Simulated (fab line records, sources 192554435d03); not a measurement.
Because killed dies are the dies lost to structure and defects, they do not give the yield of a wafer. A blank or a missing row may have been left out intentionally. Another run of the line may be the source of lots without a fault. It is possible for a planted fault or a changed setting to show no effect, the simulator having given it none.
fab line records ; flow n5_finfet
record: lots: 6; wafers: 18; last_day: 17
route steps=1938 shown BEOL_M9@1407 PASSIVATION@1936
lots untouched by any fault: they come from a run of this same line in which no faults occurred
start_h: the number of hours between the record's first day and the start of the first shown wafer of the lot ; wait_h: time in hours since the lot's previous step ; " unchanged from the row above ; L1.1+2: several wafers, shown together as one row ; - no value, or no start was given ; * or withheld: withheld ; < > ~ a bound
route shown NAME@n: NAME is a module with steps in the file, n the number in the route of the first one ; usual: mean/standard deviation taken from wafers without a fault ; same: alike in all rows ; chamber/n: place in a boat ; sites: readings site by site ; _std_site: the standard deviation of these ; _edge_site: the outer-site mean with the inner-site mean subtracted ; radius_mm: for every site, how far away it sits from the centre of the wafer ; mask NAME#n: copy n ; behind: the last tool/chamber to shape the wafer ; hold: what put the lot on hold/how long, in hours/how the hold closed ; device: transistor that didn't switch, given as n, p or np ; end of line: tests of these same wafers at the route's end ; where a step has no rows: the recipe by itself ; killed: at the first sort, the dies lost to defects and structure; wafer yield is something else ; map: shows each die of a wafer: x if killed, . if not, _ if none is there
set.NAME: setting as actually run; set.NAME@STEP: the setting as run at that earlier step ; model.NAME: the simulator's own value behind a step, which no gauge read
a table for each step, a row for each wafer; lots at some steps of the route
services: from which hour (start_h, from the record's first day; less than 0 if before it) a tool's chamber was out of use, for how many hours, and why
== steps ==
step: N5_BEOL_M9_COAT_60
recipe: resist: SiARC; temp_c: 220; time_s: 60; spin_rpm: 1500; resist_thk_nm: 30
step: N5_BEOL_M9_COAT_05
recipe: resist: CAR-ArF; spin_rpm: 1500; resist_thk_nm: 90
step: N5_BEOL_M9_EBR_07
recipe: solvent: PGMEA; ebr_width_mm: 1.5
step: N5_BEOL_M9_SOFTBAKE_06
recipe: temp_c: 110; time_s: 60; resist: CAR-ArF
step: N5_BEOL_M9_EXPOSE_08
recipe: mask_id: M9; na: 1.35; source_shape: dipole; sigma_inner: 0.411; sigma_outer: 0.611; polarization: te; dose_mj: 53.75
step: N5_BEOL_M9_PEB_09
recipe: peb_temp_c: withheld; peb_time_s: 60; resist: CAR-ArF
step: N5_BEOL_M9_DEVELOP_10
recipe: develop_time_s: 30; developer: TMAH; resist: CAR-ArF; rinse_liquid: diw; dry: air_spin; dev_temp_c: 23
step: N5_BEOL_M9_CD_MEAS_11
recipe: target_cd_nm: 64.1; landing_energy_ev: 500; detector: se_inlens; polarity: opening
usual: cd_nm: 64.1/0.48
lot.wafer;tool;chamber;start_h;wait_h;cd_nm
L240.3;cd_sem-01;0;218.69;-;63.5
L240.5;cd_sem-01;0;218.69;-;63.0
L240.6;cd_sem-01;0;218.69;-;62.6
L245.1;cd_sem-02;0;249.87;-;64.0
L245.3;cd_sem-02;0;249.87;-;63.9
L245.4;cd_sem-02;0;249.87;-;64.5
L252.1;cd_sem-01;0;287.55;-;64.4
L252.2;cd_sem-01;0;287.55;-;64.2
L252.4;cd_sem-01;0;287.55;-;64.1
L254.2;cd_sem-01;0;295.52;-;64.6
L254.4;cd_sem-01;0;295.52;-;64.7
L254.5;cd_sem-01;0;295.52;-;64.5
L262.1;cd_sem-01;0;349.29;-;64.4
L262.2;cd_sem-01;0;349.29;-;63.7
L262.6;cd_sem-01;0;349.29;-;64.0
L260.2;cd_sem-03;0;349.84;-;64.3
L260.3;cd_sem-03;0;349.84;-;64.2
L260.5;cd_sem-03;0;349.84;-;64.5
step: N5_BEOL_M9_OVL_MEAS_12
recipe: points_per_wafer: 44
usual: M9_OVL: 0.2/0.68
lot.wafer;tool;chamber;start_h;wait_h;M9_OVL[nm]
L240.3;overlay-01;0;218.73;0.0;1.0
L240.5;overlay-01;0;218.73;0.0;0.9
L240.6;overlay-01;0;218.73;0.0;1.3
L245.1;overlay-02;0;249.90;0.0;-0.3
L245.3;overlay-02;0;249.90;0.0;0.0
L245.4;overlay-02;0;249.90;0.0;0.5
L252.1;overlay-01;0;287.58;0.0;0.3
L252.2;overlay-01;0;287.58;0.0;0.2
L252.4;overlay-01;0;287.58;0.0;0.7
L254.2;overlay-01;0;295.55;0.0;0.5
L254.4;overlay-01;0;295.55;0.0;0.7
L254.5;overlay-01;0;295.55;0.0;-0.2
L262.1;overlay-02;0;349.32;0.0;0.6
L262.2;overlay-02;0;349.32;0.0;0.7
L262.6;overlay-02;0;349.32;0.0;1.1
L260.2;overlay-01;0;349.87;0.0;-0.1
L260.3;overlay-01;0;349.87;0.0;0.1
L260.5;overlay-01;0;349.87;0.0;-0.5
step: N5_BEOL_M9_INSPECT_13
recipe: mode: adi; inspect_instrument: brightfield
usual: raw_defect_count: 387/92
lot.wafer;tool;chamber;start_h;wait_h;raw_defect_count
L240.3;defect_inspect-01;-;218.76;0.0;270
L240.5;defect_inspect-01;-;218.76;0.0;523
L240.6;defect_inspect-01;-;218.76;0.0;281
L245.1;defect_inspect-02;-;249.92;0.0;543
L245.3;defect_inspect-02;-;249.92;0.0;586
L245.4;defect_inspect-02;-;249.92;0.0;517
L252.1;defect_inspect-02;-;287.60;0.0;332
L252.2;defect_inspect-02;-;287.60;0.0;409
L252.4;defect_inspect-02;-;287.60;0.0;291
L254.2;defect_inspect-02;-;295.58;0.0;414
L254.4;defect_inspect-02;-;295.58;0.0;518
L254.5;defect_inspect-02;-;295.58;0.0;394
L262.1;defect_inspect-02;-;349.34;0.0;450
L262.2;defect_inspect-02;-;349.34;0.0;360
L262.6;defect_inspect-02;-;349.34;0.0;395
L260.2;defect_inspect-01;-;349.90;0.0;433
L260.3;defect_inspect-01;-;349.90;0.0;276
L260.5;defect_inspect-01;-;349.90;0.0;378
step: N5_BEOL_M9_DESCUM_16
recipe: chemistry: O2; time_s: 7.9; source_power_w: 50; bias_power_w: 20; pressure_mtorr: 20; rf_frequency_hz: 2.712e+07; temp_c: 40; resist: CAR-ArF; o2_flow_sccm: 225
usual: drypump_motor_current_A: 5.5/0.47; oes_product_au: 0.78/0.09; rf_vpp_V: 243.2/1.3; showerhead_plenum_p_Torr: 2.09/0.063; throttle_valve_pct: 20.41/0.21
lot.wafer;tool;chamber;start_h;wait_h;drypump_motor_current_A;oes_product_au;rf_hours_counter_h;rf_vpp_V;showerhead_plenum_p_Torr;throttle_valve_pct
L240.3;rie_diel-03;0;218.79;0.0;5.5;0.79;107;244.7;2.12;20.39
L240.5;rie_diel-03;3;218.79;0.0;5.3;0.69;-;242.9;2.07;20.40
L240.6;rie_diel-03;0;218.79;0.0;5.5;0.80;-;243.8;2.12;20.39
L245.1;rie_diel-05;2;250.20;0.3;6.4;0.68;240;241.5;1.99;20.83
L245.3;rie_diel-05;3;250.20;0.3;5.5;0.73;187;243.2;1.99;20.59
L245.4;rie_diel-05;2;250.20;0.3;6.4;0.68;-;241.9;1.99;20.83
L252.1;rie_diel-05;1;287.69;0.1;5.0;0.69;242;242.8;2.14;20.32
L252.2;rie_diel-05;3;287.69;0.1;5.5;0.72;205;240.4;1.99;20.60
L252.4;rie_diel-05;0;287.69;0.1;6.5;0.95;-;242.2;2.05;20.46
L254.2;rie_diel-05;0;295.61;0.0;6.4;0.95;17;243.0;2.05;20.46
L254.4;rie_diel-05;0;295.61;0.0;6.5;0.95;-;241.5;2.05;20.47
L254.5;rie_diel-05;1;295.61;0.0;5.1;0.69;-;244.4;2.14;20.30
L262.1;rie_diel-03;0;349.38;0.0;5.6;0.75;150;243.3;2.10;20.46
L262.2;rie_diel-03;2;349.38;0.0;4.8;0.86;59;244.1;2.13;20.37
L262.6;rie_diel-03;0;349.38;0.0;5.5;0.75;-;241.4;2.10;20.46
L260.2;rie_diel-02;1;349.93;0.0;5.4;0.83;74;243.8;2.13;20.32
L260.3;rie_diel-02;0;349.93;0.0;5.9;0.85;75;245.0;2.20;19.94
L260.5;rie_diel-02;0;349.93;0.0;5.9;0.85;-;245.3;2.20;19.94
step: N5_BEOL_M9_ETCH_61
recipe: chemistry: CF4; target: SiARC; target_depth_a: 390; mask_material: CAR-ArF; time_s: 65; ion_energy_ev: 80; pressure_mtorr: 40; source_w: 545; bias_w: 36; Ar_flow_sccm: 100; cf4_flow_sccm: 100; ends: cleared
usual: drypump_motor_current_A: 5.5/0.46; etch_rf_on_time_s: 65.0/0.92; oes_product_au: 0.67/0.075; rf_fwd_power_W: 538.7/2.2; rf_vpp_V: 184.1/1.2; showerhead_plenum_p_Torr: 2.14/0.061; throttle_valve_pct: 15.60/0.21
lot.wafer;tool;chamber;start_h;wait_h;drypump_motor_current_A;etch_rf_on_time_s;oes_product_au;rf_fwd_power_W;rf_hours_counter_h;rf_vpp_V;showerhead_plenum_p_Torr;throttle_valve_pct
L240.3;rie_diel-03;0;218.82;0.0;5.5;64.9;0.68;540.5;107;182.9;2.15;15.48
L240.5;rie_diel-03;3;218.82;0.0;5.4;64.5;0.60;539.8;-;185.2;2.13;15.68
L240.6;rie_diel-03;0;218.82;0.0;5.5;64.2;0.69;537.7;-;183.2;2.15;15.47
L245.1;rie_diel-05;2;250.23;0.0;6.4;65.1;0.58;535.4;240;182.7;2.03;15.96
L245.3;rie_diel-05;3;250.23;0.0;5.5;63.7;0.63;537.9;187;182.6;2.05;15.77
L245.4;rie_diel-05;2;250.23;0.0;6.4;65.0;0.58;534.9;-;183.4;2.03;15.97
L252.1;rie_diel-05;1;287.72;0.0;5.0;66.2;0.59;542.0;242;184.9;2.19;15.59
L252.2;rie_diel-05;3;287.72;0.0;5.5;64.6;0.61;539.1;205;182.4;2.04;15.80
L252.4;rie_diel-05;0;287.72;0.0;6.4;63.3;0.81;536.0;-;184.6;2.11;15.56
L254.2;rie_diel-05;0;295.65;0.0;6.4;63.7;0.81;540.0;17;183.3;2.11;15.58
L254.4;rie_diel-05;0;295.65;0.0;6.4;63.6;0.81;536.0;-;183.9;2.11;15.59
L254.5;rie_diel-05;1;295.65;0.0;5.0;66.2;0.59;541.8;-;184.3;2.19;15.61
L262.1;rie_diel-03;0;349.41;0.0;5.5;65.2;0.65;538.0;150;184.5;2.13;15.57
L262.2;rie_diel-03;2;349.41;0.0;4.8;64.5;0.74;536.9;59;184.9;2.18;15.56
L262.6;rie_diel-03;0;349.41;0.0;5.5;65.2;0.65;537.3;-;184.0;2.13;15.58
L260.2;rie_diel-02;1;349.97;0.0;5.4;65.1;0.70;539.9;74;184.4;2.16;15.36
L260.3;rie_diel-02;0;349.97;0.0;5.9;66.1;0.72;543.0;75;186.1;2.25;15.16
L260.5;rie_diel-02;0;349.97;0.0;5.9;65.9;0.72;540.4;-;185.6;2.25;15.17
step: N5_BEOL_M9_ETCH_62
recipe: chemistry: N2/H2; target: SOC; target_depth_a: 1100; overetch_a: 220; mask_material: SiARC; temp_c: 40; time_s: 165; ion_energy_ev: 200; pressure_mtorr: 30; source_w: 840; bias_w: 150; n2_flow_sccm: 200; h2_flow_sccm: 200
usual: drypump_motor_current_A: 5.5/0.47; oes_product_au: 0.66/0.072; rf_fwd_power_W: 837.5/2.6; rf_vpp_V: 523.9/2.4; showerhead_plenum_p_Torr: 2.54/0.075; throttle_valve_pct: 17.79/0.23
lot.wafer;tool;chamber;start_h;wait_h;drypump_motor_current_A;oes_product_au;rf_fwd_power_W;rf_hours_counter_h;rf_vpp_V;showerhead_plenum_p_Torr;throttle_valve_pct;model.SiARC_of_BEOL_M9_COAT_60.thk_nm;model.BEOL_M9.cd_offset_nm
L240.3;rie_diel-03;0;218.87;0.0;5.5;0.67;836.5;107;525.0;2.56;17.79;23.6;-0.2
L240.5;rie_diel-03;3;218.87;0.0;5.3;0.60;837.1;-;524.2;2.51;17.81;23.4;-0.8
L240.6;rie_diel-03;0;218.87;0.0;5.5;0.68;836.4;-;522.3;2.56;17.78;23.6;-0.8
L245.1;rie_diel-05;2;250.28;0.0;6.4;0.57;837.5;240;520.0;2.40;18.18;23.4;-0.2
L245.3;rie_diel-05;3;250.28;0.0;5.5;0.62;836.1;187;520.1;2.43;17.97;23.6;0
L245.4;rie_diel-05;2;250.28;0.0;6.4;0.57;839.3;-;520.5;2.40;18.19;23.4;0.6
L252.1;rie_diel-05;1;287.77;0.0;5.0;0.59;1038.4;242;491.1;2.61;17.83;23;1.2
L252.2;rie_diel-05;3;287.77;0.0;5.5;0.61;1042.6;205;483.4;2.42;18.02;23;1.4
L252.4;rie_diel-05;0;287.77;0.0;6.4;0.80;1037.5;-;486.2;2.49;17.78;22.6;0.8
L254.2;rie_diel-05;0;295.70;0.0;6.4;0.79;1044.0;17;486.8;2.49;17.81;22.6;1
L254.4;rie_diel-05;0;295.70;0.0;6.4;0.79;1038.0;-;487.1;2.49;17.78;22.4;0.8
L254.5;rie_diel-05;1;295.70;0.0;5.0;0.59;1042.1;-;490.1;2.61;17.81;23;0.8
L262.1;rie_diel-03;0;349.46;0.0;5.5;0.64;836.9;150;523.7;2.55;17.87;23.6;0
L262.2;rie_diel-03;2;349.46;0.0;4.8;0.72;837.4;59;525.6;2.58;17.76;23.6;-0.6
L262.6;rie_diel-03;0;349.46;0.0;5.5;0.64;839.0;-;525.6;2.55;17.86;23.6;-0.4
L260.2;rie_diel-02;1;350.02;0.0;5.4;0.68;836.9;74;523.2;2.57;17.60;23.6;0.2
L260.3;rie_diel-02;0;350.02;0.0;5.9;0.71;841.3;75;528.3;2.67;17.25;23.6;0.6
L260.5;rie_diel-02;0;350.02;0.0;5.9;0.72;835.3;-;528.1;2.67;17.26;23.6;-0.2
step: N5_BEOL_M9_STRIP_68
recipe: chemistry: N2/H2; temp_c: 40; n2_flow_sccm: 200; h2_flow_sccm: 200; rf_frequency_hz: 6e+07
step: N5_BEOL_M9_STRIP_67
recipe: chemistry: CF4; resist: SiARC; power_w: 300; bias_power_w: 75; pressure_mtorr: 50; cf4_flow_sccm: 150; rf_frequency_hz: 6e+07
usual: drypump_motor_current_A: 5.5/0.46; oes_product_au: 0.78/0.084; rf_vpp_V: 271.1/1.5; showerhead_plenum_p_Torr: 1.79/0.051; throttle_valve_pct: 13.57/0.22
lot.wafer;tool;chamber;start_h;wait_h;drypump_motor_current_A;oes_product_au;rf_hours_counter_h;rf_vpp_V;showerhead_plenum_p_Torr;throttle_valve_pct
L240.3;rie_diel-03;0;219.02;0.0;5.5;0.80;107;270.7;1.80;13.48
L240.5;rie_diel-03;3;219.02;0.0;5.4;0.70;-;270.9;1.78;13.66
L240.6;rie_diel-03;0;219.02;0.0;5.5;0.80;-;272.2;1.80;13.48
L245.1;rie_diel-05;2;250.43;0.0;6.4;0.68;240;269.7;1.70;13.97
L245.3;rie_diel-05;3;250.43;0.0;5.5;0.74;187;270.1;1.71;13.75
L245.4;rie_diel-05;2;250.43;0.0;6.4;0.68;-;267.7;1.70;13.98
L252.1;rie_diel-05;1;287.92;0.0;5.0;0.69;242;273.2;1.83;13.61
L252.2;rie_diel-05;3;287.92;0.0;5.5;0.72;205;269.3;1.71;13.79
L252.4;rie_diel-05;0;287.92;0.0;6.5;0.93;-;268.8;1.76;13.48
L254.2;rie_diel-05;0;295.84;0.0;6.4;0.93;17;271.1;1.76;13.51
L254.4;rie_diel-05;0;295.84;0.0;6.4;0.94;-;270.9;1.76;13.50
L254.5;rie_diel-05;1;295.84;0.0;5.0;0.70;-;272.5;1.83;13.62
L262.1;rie_diel-03;0;349.61;0.0;5.5;0.75;150;271.7;1.79;13.59
L262.2;rie_diel-03;2;349.61;0.0;4.8;0.85;59;272.3;1.82;13.50
L262.6;rie_diel-03;0;349.61;0.0;5.5;0.76;-;271.3;1.79;13.57
L260.2;rie_diel-02;1;350.16;0.0;5.4;0.81;74;270.9;1.81;13.34
L260.3;rie_diel-02;0;350.16;0.0;5.9;0.85;75;274.1;1.88;13.16
L260.5;rie_diel-02;0;350.16;0.0;5.9;0.85;-;272.4;1.88;13.14
step: N5_BEOL_M9_HM_OPEN_17
recipe: chemistry: Cl2/BCl3; target_depth_a: 200; overetch_a: 60; target: TiN; mask_material: SOC; ion_energy_ev: 150; pressure_mtorr: 10; icp_w: 1000; bias_w: 126; Cl2_flow_sccm: 53.25; bcl3_flow_sccm: 21.75; Ar_flow_sccm: 25
usual: drypump_motor_current_A: 5.47/0.2; oes_product_au: 0.70/0.088; throttle_valve_pct: 22.15/0.23
lot.wafer;tool;chamber;start_h;wait_h;drypump_motor_current_A;oes_product_au;rf_hours_counter_h;throttle_valve_pct;model.BEOL_M9.cd_offset_nm
L240.3;rie_metal-03;0;219.09;0.1;5.39;0.60;-;22.39;-0.2
L240.5;rie_metal-03;0;219.09;0.1;5.38;0.60;-;22.37;-0.8
L240.6;rie_metal-03;1;219.09;0.1;5.41;0.79;-;22.01;-0.8
L245.1;rie_metal-02;1;250.47;0.0;5.81;0.68;36;22.34;-0.4
L245.3;rie_metal-02;0;250.47;0.0;5.27;0.82;-;21.82;0
L245.4;rie_metal-02;1;250.47;0.0;5.81;0.68;-;22.34;0.6
L252.1;rie_metal-03;1;287.96;0.0;5.42;0.76;12;22.00;1.2
L252.2;rie_metal-03;0;287.96;0.0;5.36;0.59;75;22.41;1.4
L252.4;rie_metal-03;1;287.96;0.0;5.42;0.75;-;22.01;0.8
L254.2;rie_metal-01;1;295.89;0.0;5.41;0.59;87;22.19;1
L254.4;rie_metal-01;1;295.89;0.0;5.42;0.58;-;22.21;1
L254.5;rie_metal-01;0;295.89;0.0;5.41;0.68;-;22.28;0.8
L262.1;rie_metal-02;0;349.65;0.0;5.26;0.78;11;21.83;0
L262.2;rie_metal-02;1;349.65;0.0;5.80;0.67;44;22.36;-0.4
L262.6;rie_metal-02;1;349.65;0.0;5.76;0.66;-;22.36;-0.4
L260.2;rie_metal-03;0;350.20;0.0;5.39;0.57;82;22.41;0.2
L260.3;rie_metal-03;1;350.20;0.0;5.41;0.73;-;22.03;0.4
L260.5;rie_metal-03;1;350.20;0.0;5.40;0.73;-;22.02;-0.2
step: N5_BEOL_M9_STRIP_19
recipe: chemistry: O2; power_w: 400; temp_c: 40; pressure_mtorr: 30; rf_frequency_hz: 6e+07; bias_power_w: 0; overash_fraction: 0.2; o2_flow_sccm: 225
usual: drypump_motor_current_A: 5.6/0.45; oes_product_au: 0.78/0.086; rf_vpp_V: 3.6/0.52; showerhead_plenum_p_Torr: 2.10/0.071; throttle_valve_pct: 16.66/0.24
lot.wafer;tool;chamber;start_h;wait_h;drypump_motor_current_A;oes_product_au;rf_hours_counter_h;rf_vpp_V;showerhead_plenum_p_Torr;throttle_valve_pct
L240.3;rie_diel-02;1;219.17;0.1;5.4;0.87;46;3.8;2.14;16.45
L240.5;rie_diel-02;0;219.17;0.1;5.9;0.90;-;3.7;2.22;16.15
L240.6;rie_diel-02;3;219.17;0.1;5.8;0.73;-;3.4;2.18;16.76
L245.1;rie_diel-05;1;250.79;0.3;5.0;0.69;231;3.9;2.15;16.62
L245.3;rie_diel-05;3;250.79;0.3;5.5;0.73;187;3.4;2.00;16.85
L245.4;rie_diel-05;1;250.79;0.3;5.0;0.70;-;3.0;2.15;16.60
L252.1;rie_diel-05;1;288.07;0.1;5.0;0.69;242;3.4;2.14;16.65
L252.2;rie_diel-05;3;288.07;0.1;5.5;0.72;205;3.1;1.99;16.87
L252.4;rie_diel-05;0;288.07;0.1;6.4;0.96;-;3.3;2.06;16.64
L254.2;rie_diel-02;1;296.04;0.1;5.4;0.85;63;4.1;2.14;16.48
L254.4;rie_diel-02;1;296.04;0.1;5.4;0.84;-;3.5;2.14;16.46
L254.5;rie_diel-02;2;296.04;0.1;5.1;0.74;-;3.0;2.09;16.88
L262.1;rie_diel-02;2;349.76;0.1;5.2;0.75;206;4.5;2.09;16.90
L262.2;rie_diel-02;1;349.76;0.1;5.4;0.82;74;2.9;2.13;16.51
L262.6;rie_diel-02;1;349.76;0.1;5.4;0.83;-;3.0;2.13;16.50
L260.2;rie_diel-02;2;350.31;0.1;5.2;0.74;206;4.3;2.09;16.92
L260.3;rie_diel-02;0;350.31;0.1;5.9;0.85;75;4.4;2.20;16.20
L260.5;rie_diel-02;1;350.31;0.1;5.4;0.83;-;4.0;2.13;16.50
step: N5_PASSIVATION_PROBE_49
usual: defect_limited_yield: 91.5/1.4; killed_at_M0_to_M3: 33/10; killed_at_M4_up: 13/5; killed_at_contacts: 13/5.6; killed_at_front_end: 38/12; killed_at_other: 3.9/2.7; killed_dies: 100/16; killed_open: 66/13; killed_short: 32/7.2; sort_bin_5_function: 5.0/0.97; sort_bin_6_memory: 3.2/0.61; sort_n_pass: 1080/16; sort_yield_pct: 91.5/1.4
same: gross_dies: 1180; killed_at_back_side: 0; sort_bin_4_leakage[%]: 0; sort_bin_8_speed[%]: 0
lot.wafer;tool;chamber;start_h;wait_h;defect_limited_yield[%];killed_at_M0_to_M3;killed_at_M4_up;killed_at_contacts;killed_at_front_end;killed_at_other;killed_dies;killed_open;killed_short;sort_bin_5_function[%];sort_bin_6_memory[%];sort_n_pass;sort_yield_pct[%]
L254.5;prober-02;-;356.95;0.2;92.2;30;9;10;37;6;92;68;22;4.1;3.6;1088;92.2
killed by level:class
L254.5 BEOL_M2:geometric_particle:open=12 MOL_CONTACT_COAG:geometric_particle:open=10 BEOL_M0:geometric_particle:open=6 FIN_SAQP:geometric_particle:short=5 STI_FIN_REVEAL:geometric_particle:open=5 FIN_SAQP:geometric_particle:open=4 ILD0:geometric_particle:open=4 ILD0:geometric_particle:short=4
== services ==
tool;chamber;start_h;hours;kind
rie_metal-03;-;198.00;1.4;pm
rie_diel-05;0;215.24;3.8;repair
rie_diel-05;0;241.21;-;clean
rie_diel-05;0;241.21;-;consumable_replace:focus_ring
rie_diel-05;0;241.21;16.2;scheduled_down
rie_diel-05;0;241.21;16.2;vent_cycle
rie_diel-02;-;243.38;28.1;pm
rie_diel-05;-;253.86;0.2;repair
rie_diel-05;2;270.57;-;clean
rie_diel-05;2;270.57;-;consumable_replace:focus_ring
rie_diel-05;2;270.57;-;consumable_replace:showerhead
rie_diel-05;2;270.57;31.4;scheduled_down
rie_diel-05;2;270.57;31.4;vent_cycle
rie_diel-02;3;290.29;7.6;repair
rie_diel-02;1;297.44;11.5;repair
rie_metal-02;-;312.15;1.4;pm
rie_diel-03;0;312.23;12.7;repair
rie_diel-05;1;313.46;-;clean
rie_diel-05;1;313.46;-;consumable_replace:focus_ring
rie_diel-05;1;313.46;15.3;scheduled_down
rie_diel-05;1;313.46;15.3;vent_cycle
rie_metal-03;1;318.88;3.7;repair
rie_diel-03;3;348.85;-;clean
rie_diel-03;3;348.85;-;consumable_replace:focus_ring
== key ==
first_sign: step: N5_BEOL_M9_ETCH_62; reading: rf_fwd_power_W; direction: up; sigmas: 77; usual: *; struck: *
effect: step: N5_BEOL_M9_ETCH_62; reading: rf_vpp_V; direction: down; sigmas: 15; usual: 523.9; struck: 487.4
model_effect: step: N5_BEOL_M9_ETCH_62; value: SiARC_of_BEOL_M9_COAT_60.thk_nm; without: 23.57; struck: 22.77
model_effect: step: N5_BEOL_M9_HM_OPEN_17; value: BEOL_M9.cd_offset_nm; without: 0.3333; struck: 1.033
met_at N5_BEOL_M9_ETCH_62
struck_wafers L252.1,L252.2,L252.4,L254.2,L254.4,L254.5
onset_between 250.28 287.77
fault: kind: process_parameter_drift; tool: rie_diel-05; chamber: -; onset_h: 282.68; steps: N5_BEOL_M9_ETCH_62; channel: source_w; offset: 201.6; shape: step; end_h: 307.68; acts_in: these_recipes_only; stated: 840
